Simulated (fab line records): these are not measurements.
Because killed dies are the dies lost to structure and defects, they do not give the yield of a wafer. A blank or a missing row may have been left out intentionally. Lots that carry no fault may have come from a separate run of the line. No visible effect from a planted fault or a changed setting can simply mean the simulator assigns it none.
Chamber matching	flow n5_finfet	N5_MOL_CONTACT_COAG_ETCHBACK_135 on rie_diel-05 has 4 sister chambers
The step etches SiO2 in CHF3, target depth 25 nm, time 16.7 s. 4 wafers are shown with their chamber, then 8 later ones without.

== WAFERS WITH THEIR CHAMBER ==
wafer	chamber	showerhead_plenum_p_Torr (Torr)
L081.2	0	2.33
L087.5	1	2.42
L087.6	2	2.20
L088.1	3	2.52

== WAFERS WHOSE CHAMBER IS MISSING ==
wafer	showerhead_plenum_p_Torr (Torr)
L088.2	2.42
L088.4	2.20
L095.1	2.51
L095.4	2.51
L095.5	2.41
L097.3	2.51
L097.4	2.41
L097.5	2.19

== WHICH CHAMBER EACH WENT THROUGH ==
wafer	from the rows above	in truth
L088.2	1	1
L088.4	2	2
L095.1	3	3
L095.4	3	3
L095.5	1	1
L097.3	3	3
L097.4	1	1
L097.5	2	2
Correct placement for 8 of the 8. Number that these rows cannot place: 0. Wrongly placed: 0.
How it was worked out, from the rows above alone: a wafer's distance from a chamber is the root of the sum, over the readings, of the square of ((its reading less the chamber's mean) divided by the reading's scatter). If the next closest chamber is less than 2 further off than the closest, the wafer can't be placed; otherwise it belongs to the closest. Each chamber's mean is taken over the wafers shown for it. The scatter: root of mean squared gap, hidden wafer to nearest shown wafer, with one shown wafer a chamber.
